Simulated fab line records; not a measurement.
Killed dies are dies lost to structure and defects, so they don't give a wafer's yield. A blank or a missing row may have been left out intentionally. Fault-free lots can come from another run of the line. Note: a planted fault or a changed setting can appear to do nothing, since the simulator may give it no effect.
fab line records	flow n5_finfet
[record] lots = 24	wafers = 72	last_day = 18
route steps=1938 shown BEOL_M2@863
lots with no fault: from the same line, run without faults
start_h: the number of hours between the record's first day and the start of the first shown wafer of the lot	wait_h: hours elapsed since this lot's preceding step	" identical to the entry in the row above	L1.1+2: several wafers, shown together as one row	- either no value or no given start	* or withheld: withheld	< > ~ a bound
route shown NAME@n: names a module that has steps shown in the file, with the first one's number in the route	usual: average and standard deviation across the fault-free wafers	same: alike in all rows	chamber/n: place in a boat	sites: readings site by site	_std_site: their standard deviation	_edge_site: the outer-site mean with the inner-site mean subtracted	radius_mm: for every site, how far away it sits from the centre of the wafer	mask NAME#n: copy n	behind: the tool/chamber that last shaped the wafer	hold: the reason the lot was held/the length of the hold in hours/how it ended	device: the transistor (n, p or np) that didn't switch	end of line: the tests these same wafers got at the end of their route	a step given without rows: its recipe and nothing more	killed: at the first sort, the dies lost to defects and structure; wafer yield is something else	map: per-die view of a wafer (x killed, . not killed, _ where there is no die)
set.NAME: the setting that was run; set.NAME@STEP: the one run at that earlier step	model.NAME: the simulator's own value behind a step, which no gauge read
one table for each step of the route and one row for each wafer, over a sample of lots
services: when a tool's chamber went out of use (start_h, in hours from the record's first day, below 0 if earlier), for how many hours, and the reason
[[steps]]
[step N5_BEOL_M2_STRIP_66]
[recipe] chemistry = CF4	resist = SiARC	power_w = 300	bias_power_w = 75	pressure_mtorr = 50	cf4_flow_sccm = 150	rf_frequency_hz = 6e+07
[usual] drypump_motor_current_A = 5.9/0.42	oes_product_au = 0.75/0.084	rf_vpp_V = 270.8/1.5	showerhead_plenum_p_Torr = 1.78/0.056	throttle_valve_pct = 13.59/0.22
lot.wafer	tool	chamber	start_h	wait_h	drypump_motor_current_A	oes_product_au	rf_hours_counter_h	rf_vpp_V	showerhead_plenum_p_Torr	throttle_valve_pct
L074.2	rie_diel-02	2	136.48	0.0	5.7	0.69	233	270.6	1.78	13.90
L074.3	"	1	"	"	5.4	0.73	169	273.1	1.85	13.43
L074.6	"	3	"	"	5.9	0.86	-	271.2	1.75	13.52
L075.1	rie_diel-03	1	139.65	0.0	6.4	0.78	105	272.6	1.79	13.49
L075.3	"	0	"	"	6.3	0.68	223	270.4	1.78	13.87
L075.5	"	0	"	"	6.3	0.68	-	270.9	1.78	13.85
L076.2	rie_diel-03	2	148.10	0.0	5.5	0.67	230	271.5	1.77	13.69
L076.3	"	0	"	"	6.3	0.68	227	270.4	1.78	13.85
L076.5	"	3	"	"	5.9	0.71	-	271.4	1.78	13.43
L077.3	rie_diel-05	0	150.77	0.0	5.8	0.71	212	272.2	1.85	13.56
L077.5	"	2	"	"	5.5	0.93	-	269.8	1.76	13.16
L077.6	"	3	"	"	6.5	0.70	-	274.2	1.84	13.81
L078.2	rie_diel-03	2	162.79	0.0	5.5	0.67	235	270.1	1.77	13.70
L078.4	"	1	"	"	6.3	0.77	114	270.8	1.79	13.50
L078.6	"	3	"	"	5.9	0.71	-	270.8	1.78	13.45
L079.2	rie_diel-05	2	168.46	0.0	5.5	0.92	14	270.1	1.76	13.17
L079.3	"	0	"	"	5.7	0.70	218	271.7	1.85	13.56
L079.6	"	3	"	"	6.5	0.70	-	272.9	1.84	13.85
L080.1	rie_diel-03	2	172.02	0.0	5.5	0.66	239	271.4	1.77	13.71
L080.3	"	1	"	"	6.4	0.77	118	271.0	1.79	13.51
L080.5	"	0	"	"	6.3	0.67	-	269.8	1.78	13.87
L081.1	rie_diel-05	1	177.55	0.0	5.1	0.69	221	272.5	1.83	13.83
L081.3	"	2	"	"	5.5	0.91	17	270.6	1.76	13.18
L081.6	"	0	"	"	5.7	0.69	-	271.1	1.85	13.56
L082.2	rie_diel-02	0	190.99	0.0	6.3	0.74	149	267.1	1.64	13.64
L082.3	"	1	"	"	5.4	0.72	186	272.6	1.85	13.45
L082.5	"	0	"	"	6.3	0.74	-	268.4	1.64	13.64
L083.3	rie_diel-05	3	191.70	0.0	6.5	0.70	209	271.9	1.83	13.84
L083.4	"	2	"	"	5.5	0.89	-	270.5	1.76	13.18
L083.5	"	3	"	"	6.5	0.69	-	270.7	1.83	13.86
L084.1	rie_diel-02	3	200.01	0.0	5.9	0.83	55	269.9	1.74	13.55
L084.2	"	0	"	"	6.3	0.74	153	266.9	1.64	13.65
L084.4	"	3	"	"	6.0	0.83	-	269.2	1.74	13.55
L085.2	rie_diel-03	0	208.05	0.0	6.3	0.67	249	271.1	1.77	13.92
L085.3	"	1	"	"	6.3	0.76	131	270.5	1.78	13.55
L085.5	"	3	"	"	5.9	0.70	-	272.6	1.78	13.48
L086.1	rie_diel-03	0	213.77	0.0	6.3	0.66	250	270.3	1.77	13.90
L086.4	"	3	"	"	5.9	0.70	-	270.0	1.78	13.48
L086.6	"	0	"	"	6.3	0.67	-	270.7	1.77	13.93
L087.1	rie_diel-02	0	220.41	0.0	6.3	0.73	162	267.9	1.64	13.67
L087.4	"	3	"	"	6.0	0.82	63	270.4	1.74	13.56
L087.5	"	1	"	"	5.4	0.71	-	271.6	1.84	13.51
L088.2	rie_diel-05	0	224.99	0.0	5.8	0.69	238	271.0	1.84	13.61
L088.5	"	0	"	"	5.7	0.68	-	273.4	1.84	13.61
L088.6	"	3	"	"	6.5	0.68	-	271.8	1.83	13.86
L089.4	rie_diel-03	3	229.01	0.0	5.9	0.69	-	270.9	1.78	13.51
L089.5	"	1	"	"	6.3	0.75	-	271.8	1.78	13.55
L089.6	"	2	"	"	5.4	0.98	-	269.7	1.76	13.17
L090.1	rie_diel-02	0	236.44	0.0	6.4	0.72	168	268.1	1.64	13.66
L090.2	"	3	"	"	6.0	0.81	69	271.1	1.74	13.60
L090.6	"	3	"	"	5.9	0.80	-	271.6	1.74	13.60
L091.1	rie_diel-02	1	237.28	0.0	5.4	0.71	207	271.1	1.84	13.50
L091.3	"	2	"	"	5.7	0.91	11	271.8	1.77	13.40
L091.5	"	2	"	"	5.8	0.90	-	267.7	1.77	13.39
L092.1	rie_diel-02	1	249.23	0.0	5.4	0.71	211	272.6	1.84	13.49
L092.2	"	2	"	"	5.8	0.90	16	271.1	1.77	13.41
L092.6	"	2	"	"	5.8	0.88	-	271.0	1.77	13.42
L093.1	rie_diel-02	1	249.93	0.0	5.4	0.70	211	271.0	1.84	13.51
L093.4	"	3	"	"	5.9	0.81	73	271.6	1.74	13.59
L093.5	"	1	"	"	5.4	0.71	-	270.6	1.84	13.51
L094.1	rie_diel-05	2	259.70	0.0	5.5	0.85	46	269.4	1.75	13.25
L094.5	"	1	"	"	5.1	0.68	-	271.7	1.82	13.90
L094.6	"	3	"	"	6.5	0.67	-	271.3	1.83	13.89
L095.1	rie_diel-05	2	275.11	0.0	5.5	0.84	52	270.6	1.75	13.26
L095.2	"	3	"	"	6.5	0.67	238	271.8	1.83	13.93
L095.4	"	1	"	"	5.1	0.67	-	271.0	1.82	13.92
L096.2	rie_diel-05	1	276.67	0.0	5.1	0.67	252	272.6	1.82	13.93
L096.3	"	3	"	"	6.5	0.67	238	272.3	1.83	13.93
L096.5	"	1	"	"	5.2	0.67	-	271.1	1.82	13.91
L097.1	rie_diel-03	2	280.84	0.0	5.5	0.93	21	270.7	1.76	13.21
L097.3	"	0	"	"	6.3	0.94	13	270.5	1.77	13.38
L097.5	"	0	"	"	6.3	0.94	-	272.1	1.77	13.36
[step N5_BEOL_M2_CD_MEAS_18]
[recipe] pitch_nm = 36	target_cd_nm = 18
[usual] cd_nm = 17.9/0.34
lot.wafer	tool	chamber	start_h	wait_h	cd_nm
L074.2	cd_sem-03	-	136.70	0.1	18.1
L074.3	"	-	"	"	18.3
L074.6	"	-	"	"	18.1
L075.1	cd_sem-03	-	139.99	0.0	17.2
L075.3	"	-	"	"	18.0
L075.5	"	-	"	"	17.8
L076.2	cd_sem-02	-	148.34	0.1	18.1
L076.3	"	-	"	"	17.6
L076.5	"	-	"	"	17.7
L077.3	cd_sem-02	-	150.99	0.1	18.2
L077.5	"	-	"	"	17.7
L077.6	"	-	"	"	17.9
L078.2	cd_sem-02	-	163.01	0.1	17.9
L078.4	"	-	"	"	17.1
L078.6	"	-	"	"	17.7
L079.2	cd_sem-03	-	168.81	0.1	17.6
L079.3	"	-	"	"	18.7
L079.6	"	-	"	"	18.2
L080.1	cd_sem-02	-	172.24	0.0	18.1
L080.3	"	-	"	"	17.8
L080.5	"	-	"	"	18.0
L081.1	cd_sem-02	-	177.77	0.0	17.7
L081.3	"	-	"	"	17.6
L081.6	"	-	"	"	17.6
L082.2	cd_sem-03	-	191.22	0.1	18.5
L082.3	"	-	"	"	17.6
L082.5	"	-	"	"	17.9
L083.3	cd_sem-01	-	191.92	0.1	18.0
L083.4	"	-	"	"	17.6
L083.5	"	-	"	"	17.8
L084.1	cd_sem-01	-	200.23	0.0	17.9
L084.2	"	-	"	"	17.7
L084.4	"	-	"	"	17.6
L085.2	cd_sem-02	-	208.27	0.1	17.8
L085.3	"	-	"	"	17.8
L085.5	"	-	"	"	17.7
L086.1	cd_sem-01	-	214.10	0.0	17.9
L086.4	"	-	"	"	18.1
L086.6	"	-	"	"	17.6
L087.1	cd_sem-03	-	220.71	0.1	17.6
L087.4	"	-	"	"	17.8
L087.5	"	-	"	"	18.2
L088.2	cd_sem-03	-	225.21	0.1	18.4
L088.5	"	-	"	"	18.3
L088.6	"	-	"	"	18.3
L089.4	cd_sem-02	-	229.37	0.0	18.7
L089.5	"	-	"	"	17.7
L089.6	"	-	"	"	18.4
L090.1	cd_sem-01	-	236.71	0.0	17.0
L090.2	"	-	"	"	17.5
L090.6	"	-	"	"	17.9
L091.1	cd_sem-02	-	237.72	0.0	18.1
L091.3	"	-	"	"	18.4
L091.5	"	-	"	"	17.8
L092.1	cd_sem-03	-	249.45	0.0	18.1
L092.2	"	-	"	"	18.0
L092.6	"	-	"	"	17.7
L093.1	cd_sem-03	-	250.19	0.0	17.5
L093.4	"	-	"	"	18.1
L093.5	"	-	"	"	17.5
L094.1	cd_sem-02	-	259.92	0.0	18.5
L094.5	"	-	"	"	18.4
L094.6	"	-	"	"	18.0
L095.1	cd_sem-01	-	275.51	0.0	18.0
L095.2	"	-	"	"	18.5
L095.4	"	-	"	"	18.1
L096.2	cd_sem-01	-	276.89	0.1	18.5
L096.3	"	-	"	"	17.8
L096.5	"	-	"	"	17.5
L097.1	cd_sem-02	-	281.07	0.0	18.2
L097.3	"	-	"	"	18.0
L097.5	"	-	"	"	17.9
[step N5_BEOL_M2_INSPECT_30]
[recipe] mode = adi	inspect_instrument = brightfield
[usual] raw_defect_count = 419/93
lot.wafer	tool	chamber	start_h	wait_h	raw_defect_count
L074.2	defect_inspect-01	-	137.23	0.0	357
L074.3	"	-	"	"	408
L074.6	"	-	"	"	252
L075.1	defect_inspect-02	-	140.40	0.1	338
L075.3	"	-	"	"	323
L075.5	"	-	"	"	325
L076.2	defect_inspect-01	-	148.87	0.0	358
L076.3	"	-	"	"	418
L076.5	"	-	"	"	314
L077.3	defect_inspect-02	-	151.52	0.0	466
L077.5	"	-	"	"	335
L077.6	"	-	"	"	391
L078.2	defect_inspect-02	-	163.48	0.0	563
L078.4	"	-	"	"	485
L078.6	"	-	"	"	456
L079.2	defect_inspect-01	-	169.21	0.0	310
L079.3	"	-	"	"	505
L079.6	"	-	"	"	403
L080.1	defect_inspect-01	-	172.65	0.1	315
L080.3	"	-	"	"	356
L080.5	"	-	"	"	370
L081.1	defect_inspect-02	-	178.30	0.1	418
L081.3	"	-	"	"	400
L081.6	"	-	"	"	512
L082.2	defect_inspect-01	-	191.76	0.0	492
L082.3	"	-	"	"	451
L082.5	"	-	"	"	347
L083.3	defect_inspect-02	-	192.45	0.0	486
L083.4	"	-	"	"	705
L083.5	"	-	"	"	707
L084.1	defect_inspect-02	-	200.64	0.1	563
L084.2	"	-	"	"	578
L084.4	"	-	"	"	515
L085.2	defect_inspect-01	-	208.68	0.0	469
L085.3	"	-	"	"	489
L085.5	"	-	"	"	362
L086.1	defect_inspect-01	-	214.51	0.1	434
L086.4	"	-	"	"	389
L086.6	"	-	"	"	429
L087.1	defect_inspect-02	-	221.12	0.1	460
L087.4	"	-	"	"	560
L087.5	"	-	"	"	456
L088.2	defect_inspect-01	-	225.77	0.0	407
L088.5	"	-	"	"	425
L088.6	"	-	"	"	468
L089.4	defect_inspect-01	-	229.79	0.0	318
L089.5	"	-	"	"	264
L089.6	"	-	"	"	347
L090.1	defect_inspect-01	-	237.24	0.1	407
L090.2	"	-	"	"	516
L090.6	"	-	"	"	371
L091.1	defect_inspect-01	-	238.12	0.1	453
L091.3	"	-	"	"	404
L091.5	"	-	"	"	445
L092.1	defect_inspect-01	-	249.98	0.1	460
L092.2	"	-	"	"	433
L092.6	"	-	"	"	386
L093.1	defect_inspect-01	-	250.73	0.1	357
L093.4	"	-	"	"	394
L093.5	"	-	"	"	423
L094.1	defect_inspect-02	-	260.47	0.1	383
L094.5	"	-	"	"	335
L094.6	"	-	"	"	402
L095.1	defect_inspect-02	-	276.04	0.1	372
L095.2	"	-	"	"	557
L095.4	"	-	"	"	437
L096.2	defect_inspect-01	-	277.31	0.1	309
L096.3	"	-	"	"	323
L096.5	"	-	"	"	398
L097.1	defect_inspect-01	-	281.60	0.1	465
L097.3	"	-	"	"	543
L097.5	"	-	"	"	405
[step N5_BEOL_M2_ETCH_77]
[recipe] chemistry = N2/H2	target = underlayer	target_depth_a = 65	mask_material = CAR-EUV	time_s = 5.2	ion_energy_ev = 200	pressure_mtorr = 30	source_w = 840	bias_w = 150	n2_flow_sccm = 200	h2_flow_sccm = 200	ends = cleared
[usual] drypump_motor_current_A = 5.9/0.38	etch_rf_on_time_s = 5.14/0.11	oes_product_au = 0.67/0.087	rf_vpp_V = 523.3/2.6	showerhead_plenum_p_Torr = 2.52/0.087	throttle_valve_pct = 17.81/0.22
lot.wafer	tool	chamber	start_h	wait_h	drypump_motor_current_A	etch_rf_on_time_s	oes_product_au	rf_hours_counter_h	rf_vpp_V	showerhead_plenum_p_Torr	throttle_valve_pct
L074.2	rie_diel-02	1	137.30	0.0	5.4	5.34	0.62	169	526.0	2.66	17.82
L074.3	"	0	"	"	6.4	5.09	0.64	133	517.6	2.35	17.94
L074.6	"	2	"	"	5.8	5.26	0.60	-	523.7	2.49	18.07
L075.1	rie_diel-02	3	140.47	0.0	6.0	5.17	0.74	35	523.2	2.47	17.79
L075.3	"	0	"	"	6.4	5.07	0.65	134	518.0	2.34	17.92
L075.5	"	2	"	"	5.8	5.26	0.59	-	523.7	2.49	18.08
L076.2	rie_diel-02	0	148.94	0.0	6.4	5.05	0.65	136	516.3	2.34	17.91
L076.3	"	1	"	"	5.4	5.25	0.62	173	525.2	2.66	17.80
L076.5	"	3	"	"	6.0	5.10	0.73	-	522.1	2.47	17.77
L077.3	rie_diel-02	3	151.59	0.0	6.0	5.14	0.75	37	523.0	2.47	17.78
L077.5	"	2	"	"	5.8	5.26	0.58	-	523.4	2.49	18.10
L077.6	"	1	"	"	5.4	5.28	0.63	-	526.9	2.66	17.83
L078.2	rie_diel-05	3	163.91	0.0	6.5	5.03	0.61	200	526.0	2.64	18.25
L078.4	"	2	"	"	5.5	5.19	0.79	13	521.9	2.49	17.40
L078.6	"	2	"	"	5.5	5.15	0.80	-	523.6	2.49	17.41
L079.2	rie_diel-03	0	169.28	0.0	6.3	5.31	0.57	235	525.8	2.51	17.98
L079.3	"	3	"	"	5.9	5.08	0.62	191	524.2	2.54	17.70
L079.6	"	2	"	"	5.4	5.01	0.58	-	522.8	2.49	17.86
L080.1	rie_diel-05	2	172.72	0.0	5.6	5.18	0.78	16	522.5	2.49	17.42
L080.3	"	1	"	"	5.2	5.07	0.60	220	525.7	2.62	18.06
L080.5	"	2	"	"	5.5	5.16	0.78	-	524.1	2.49	17.41
L081.1	rie_diel-02	0	178.37	0.0	6.3	5.18	0.64	145	519.1	2.34	17.94
L081.3	"	2	"	"	5.8	5.32	0.59	246	521.0	2.49	18.09
L081.6	"	2	"	"	5.7	5.26	0.59	-	520.7	2.49	18.10
L082.2	rie_diel-05	0	191.82	0.0	5.7	5.16	0.60	226	524.6	2.61	17.73
L082.3	"	2	"	"	5.5	5.18	0.77	23	523.2	2.48	17.46
L082.5	"	3	"	"	6.5	5.11	0.60	-	527.4	2.64	18.28
L083.3	rie_diel-05	0	192.53	0.0	5.8	5.13	0.61	227	525.0	2.61	17.76
L083.4	"	3	"	"	6.5	5.07	0.61	-	527.9	2.64	18.27
L083.5	"	0	"	"	5.8	5.14	0.60	-	526.6	2.61	17.74
L084.1	rie_diel-02	3	201.40	0.0	6.0	5.06	0.73	56	521.7	2.46	17.81
L084.2	"	0	"	"	6.4	5.00	0.65	154	520.3	2.34	17.94
L084.4	"	3	"	"	5.9	5.05	0.73	-	521.9	2.46	17.82
L085.2	rie_diel-05	1	208.75	0.0	5.1	5.09	0.59	226	524.8	2.61	18.05
L085.3	"	3	"	"	6.5	5.07	0.60	215	525.7	2.63	18.29
L085.5	"	1	"	"	5.2	5.09	0.60	-	524.9	2.61	18.05
L086.1	rie_diel-02	2	214.58	0.0	5.8	5.03	0.82	3	523.1	2.48	17.63
L086.4	"	1	"	"	5.3	5.29	0.61	198	527.5	2.65	17.87
L086.6	"	3	"	"	6.0	5.15	0.71	-	520.4	2.46	17.80
L087.1	rie_diel-02	3	221.39	0.0	5.9	5.18	0.70	63	521.6	2.46	17.83
L087.4	"	1	"	"	5.4	5.29	0.61	201	525.8	2.64	17.86
L087.5	"	3	"	"	6.0	5.16	0.70	-	522.5	2.46	17.84
L088.2	rie_diel-03	2	226.04	0.0	5.5	4.96	0.88	1	522.8	2.48	17.44
L088.5	"	3	"	"	5.9	5.03	0.61	-	522.1	2.53	17.73
L088.6	"	2	"	"	5.5	4.95	0.88	-	523.7	2.48	17.42
L089.4	rie_diel-05	1	229.85	0.0	5.2	5.13	0.59	234	526.8	2.61	18.10
L089.5	"	3	"	"	6.5	5.09	0.61	-	523.9	2.63	18.28
L089.6	"	0	"	"	5.8	5.18	0.59	-	526.1	2.60	17.79
L090.1	rie_diel-03	3	237.31	0.0	5.9	5.10	0.60	219	525.2	2.53	17.75
L090.2	"	2	"	"	5.4	4.97	0.84	7	522.8	2.48	17.45
L090.6	"	1	"	"	6.4	5.20	0.64	-	524.4	2.53	17.79
L091.1	rie_diel-03	1	238.29	0.0	6.4	5.22	0.64	142	526.8	2.53	17.77
L091.3	"	3	"	"	5.9	5.05	0.60	219	524.8	2.53	17.75
L091.5	"	2	"	"	5.5	4.96	0.84	-	521.5	2.48	17.42
L092.1	rie_diel-02	2	250.05	0.0	5.8	5.08	0.80	16	523.3	2.48	17.70
L092.2	"	1	"	"	5.4	5.36	0.59	211	528.2	2.64	17.92
L092.6	"	0	"	"	6.3	5.12	0.62	-	517.5	2.33	18.01
L093.1	rie_diel-03	1	250.80	0.0	6.3	5.23	0.64	147	524.4	2.53	17.78
L093.4	"	3	"	"	5.9	5.01	0.60	224	525.7	2.53	17.74
L093.5	"	2	"	"	5.5	4.90	0.83	-	521.1	2.48	17.44
L094.1	rie_diel-03	2	260.54	0.0	5.5	4.91	0.82	15	523.1	2.48	17.46
L094.5	"	3	"	"	6.0	5.08	0.60	-	524.3	2.53	17.76
L094.6	"	2	"	"	5.4	4.93	0.83	-	522.8	2.48	17.45
L095.1	rie_diel-03	0	276.11	0.0	6.2	5.10	0.83	11	522.4	2.49	17.61
L095.2	"	1	"	"	6.4	5.26	0.63	154	522.2	2.53	17.83
L095.4	"	0	"	"	6.3	5.08	0.83	-	523.2	2.49	17.59
L096.2	rie_diel-02	2	277.38	0.0	5.8	5.23	0.76	26	521.4	2.47	17.71
L096.3	"	1	"	"	5.4	5.39	0.59	219	527.8	2.64	17.92
L096.5	"	2	"	"	5.8	5.15	0.76	-	520.3	2.47	17.70
L097.1	rie_diel-02	0	281.87	0.0	6.3	5.11	0.61	181	515.8	2.33	18.01
L097.3	"	3	"	"	6.0	5.11	0.69	85	521.9	2.45	17.83
L097.5	"	3	"	"	6.0	5.12	0.69	-	520.2	2.45	17.83
[step N5_BEOL_M2_PRE_CLEAN_45]
[recipe] gas = H2/He	time_s = 30	temp_c = 250
[usual] heater_power_w = 339/35
lot.wafer	tool	chamber	start_h	wait_h	heater_power_w
L074.2	pvd_sputter-02	-	139.13	0.0	306
L074.3	"	-	"	"	271
L074.6	"	-	"	"	362
L075.1	pvd_sputter-03	-	142.58	0.0	338
L075.3	"	-	"	"	354
L075.5	"	-	"	"	343
L076.2	pvd_sputter-01	-	154.29	0.0	383
L076.3	"	-	"	"	386
L076.5	"	-	"	"	346
L077.3	pvd_sputter-03	-	160.86	0.0	356
L077.5	"	-	"	"	344
L077.6	"	-	"	"	356
L078.2	pvd_sputter-03	-	165.42	0.0	366
L078.4	"	-	"	"	365
L078.6	"	-	"	"	351
L079.2	pvd_sputter-03	-	173.32	0.0	346
L079.3	"	-	"	"	348
L079.6	"	-	"	"	352
L080.1	pvd_sputter-03	-	177.40	0.0	342
L080.3	"	-	"	"	349
L080.5	"	-	"	"	349
L081.1	pvd_sputter-02	-	183.32	0.0	323
L081.3	"	-	"	"	356
L081.6	"	-	"	"	362
L083.3	pvd_sputter-02	-	196.50	0.0	319
L083.4	"	-	"	"	259
L083.5	"	-	"	"	265
L082.2	pvd_sputter-03	-	201.78	0.0	356
L082.3	"	-	"	"	352
L082.5	"	-	"	"	342
L084.1	pvd_sputter-03	-	205.46	0.0	354
L084.2	"	-	"	"	344
L084.4	"	-	"	"	368
L085.2	pvd_sputter-03	-	211.40	0.0	339
L085.3	"	-	"	"	375
L085.5	"	-	"	"	374
L086.1	pvd_sputter-02	-	215.96	0.0	305
L086.4	"	-	"	"	360
L086.6	"	-	"	"	260
L087.1	pvd_sputter-02	-	225.37	0.0	362
L087.4	"	-	"	"	314
L087.5	"	-	"	"	304
L088.2	pvd_sputter-02	-	231.43	0.0	360
L088.5	"	-	"	"	257
L088.6	"	-	"	"	306
L089.4	pvd_sputter-01	-	231.88	0.0	280
L089.5	"	-	"	"	388
L089.6	"	-	"	"	350
L090.1	pvd_sputter-02	-	239.28	0.0	322
L090.2	"	-	"	"	367
L090.6	"	-	"	"	320
L091.1	pvd_sputter-01	-	240.42	0.0	354
L091.3	"	-	"	"	271
L091.5	"	-	"	"	373
L092.1	pvd_sputter-01	-	259.55	0.0	383
L092.2	"	-	"	"	274
L092.6	"	-	"	"	395
L093.1	pvd_sputter-02	-	262.74	0.0	317
L093.4	"	-	"	"	365
L093.5	"	-	"	"	261
L094.1	pvd_sputter-03	-	266.41	0.0	351
L094.5	"	-	"	"	353
L094.6	"	-	"	"	352
L095.1	pvd_sputter-03	-	279.09	0.0	336
L095.2	"	-	"	"	345
L095.4	"	-	"	"	355
L096.2	pvd_sputter-03	-	284.18	0.0	346
L096.3	"	-	"	"	358
L096.5	"	-	"	"	343
L097.1	pvd_sputter-01	-	287.63	0.0	379
L097.3	"	-	"	"	281
L097.5	"	-	"	"	345
[step N5_BEOL_M2_SPUTTER_48]
[recipe] material = Cu	target_thk_a = 45	temp_c = -20	chamber_pressure_pa = 0.07	power_w = withheld	time_s = 8.29
[usual] chuck_gas_flow_sccm = 1.25/0.056	throttle_valve_pct = 29.9/1.2
lot.wafer	tool	chamber	start_h	wait_h	chuck_gas_flow_sccm	throttle_valve_pct
L074.2	pvd_sputter-01	-	141.40	1.8	1.25	27.6
L074.3	"	-	"	"	1.21	30.4
L074.6	"	-	"	"	1.25	30.2
L075.1	pvd_sputter-01	-	143.24	0.1	1.22	28.0
L075.3	"	-	"	"	1.19	31.4
L075.5	"	-	"	"	1.10	28.0
L076.2	pvd_sputter-03	-	155.00	0.1	1.30	28.1
L076.3	"	-	"	"	1.30	30.6
L076.5	"	-	"	"	1.24	31.0
L077.3	pvd_sputter-02	-	161.53	0.2	1.34	29.8
L077.5	"	-	"	"	1.29	28.6
L077.6	"	-	"	"	1.25	31.3
L078.2	pvd_sputter-03	-	166.10	0.2	1.18	31.0
L078.4	"	-	"	"	1.19	28.0
L078.6	"	-	"	"	1.39	28.1
L079.2	pvd_sputter-02	-	173.98	0.2	1.25	31.2
L079.3	"	-	"	"	1.22	28.4
L079.6	"	-	"	"	1.29	29.5
L080.1	pvd_sputter-01	-	178.17	0.1	1.20	31.5
L080.3	"	-	"	"	1.32	27.7
L080.5	"	-	"	"	1.21	29.9
L081.1	pvd_sputter-03	-	183.90	0.1	1.26	31.0
L081.3	"	-	"	"	1.24	28.1
L081.6	"	-	"	"	1.17	27.9
L083.3	pvd_sputter-02	-	197.16	0.2	1.21	31.4
L083.4	"	-	"	"	1.24	29.3
L083.5	"	-	"	"	1.22	28.5
L082.2	pvd_sputter-03	-	202.46	0.1	1.24	28.2
L082.3	"	-	"	"	1.23	30.9
L082.5	"	-	"	"	1.30	30.7
L084.1	pvd_sputter-02	-	207.30	0.2	1.25	31.3
L084.2	"	-	"	"	1.21	29.5
L084.4	"	-	"	"	1.34	30.8
L085.2	pvd_sputter-03	-	212.04	0.2	1.25	28.2
L085.3	"	-	"	"	1.29	31.0
L085.5	"	-	"	"	1.17	30.9
L086.1	pvd_sputter-01	-	216.47	0.1	1.31	28.0
L086.4	"	-	"	"	1.27	31.5
L086.6	"	-	"	"	1.39	30.0
L087.1	pvd_sputter-02	-	226.31	0.4	1.23	28.2
L087.4	"	-	"	"	1.19	31.2
L087.5	"	-	"	"	1.23	31.4
L088.2	pvd_sputter-03	-	232.07	0.1	1.28	30.7
L088.5	"	-	"	"	1.31	30.5
L088.6	"	-	"	"	1.26	29.2
L089.4	pvd_sputter-01	-	232.48	0.0	1.20	31.5
L089.5	"	-	"	"	1.27	31.7
L089.6	"	-	"	"	1.27	29.9
L090.1	pvd_sputter-02	-	240.02	0.2	1.24	30.9
L090.2	"	-	"	"	1.24	31.1
L090.6	"	-	"	"	1.22	29.9
L091.1	pvd_sputter-01	-	241.33	0.1	1.31	27.9
L091.3	"	-	"	"	1.25	31.3
L091.5	"	-	"	"	1.32	30.3
L092.1	pvd_sputter-02	-	260.34	0.1	1.20	28.4
L092.2	"	-	"	"	1.22	31.2
L092.6	"	-	"	"	1.32	30.9
L093.1	pvd_sputter-02	-	263.32	0.1	1.28	29.5
L093.4	"	-	"	"	1.22	31.2
L093.5	"	-	"	"	1.25	31.0
L094.1	pvd_sputter-02	-	267.44	0.4	1.20	28.2
L094.5	"	-	"	"	1.31	28.5
L094.6	"	-	"	"	1.32	29.6
L095.1	pvd_sputter-02	-	279.96	0.1	1.22	31.0
L095.2	"	-	"	"	1.34	29.7
L095.4	"	-	"	"	1.31	31.5
L096.2	pvd_sputter-03	-	285.39	0.7	1.20	28.9
L096.3	"	-	"	"	1.27	30.9
L096.5	"	-	"	"	1.32	30.8
L097.1	pvd_sputter-03	-	288.60	0.4	1.18	28.0
L097.3	"	-	"	"	1.32	30.8
L097.5	"	-	"	"	1.35	31.1
[[services]]
tool	chamber	start_h	hours	kind
pvd_sputter-01	-	115.56	3.2	repair
rie_diel-05	1	141.45	1.7	repair
rie_diel-02	2	188.84	-	clean
rie_diel-02	2	188.84	-	consumable_replace:focus_ring
rie_diel-02	2	188.84	16.3	scheduled_down
rie_diel-02	2	188.84	16.3	vent_cycle
rie_diel-03	2	203.59	-	clean
rie_diel-03	2	203.59	-	consumable_replace:focus_ring
rie_diel-03	2	203.59	17.8	scheduled_down
rie_diel-03	2	203.59	17.8	vent_cycle
rie_diel-03	1	217.32	3.5	repair
rie_diel-03	0	221.39	-	clean
rie_diel-03	0	221.39	-	consumable_replace:focus_ring
rie_diel-03	0	221.39	21.7	scheduled_down
rie_diel-03	0	221.39	21.7	vent_cycle
rie_diel-05	3	253.97	1.8	repair
pvd_sputter-03	-	254.06	7.5	repair
rie_diel-05	0	257.65	-	clean
rie_diel-05	0	257.65	-	consumable_replace:focus_ring
rie_diel-02	1	259.41	3.0	repair
rie_diel-02	0	272.35	6.4	repair
rie_diel-03	3	272.91	8.3	repair
rie_diel-05	1	279.73	-	clean
rie_diel-05	1	279.73	-	consumable_replace:focus_ring
[[key]]
fault none
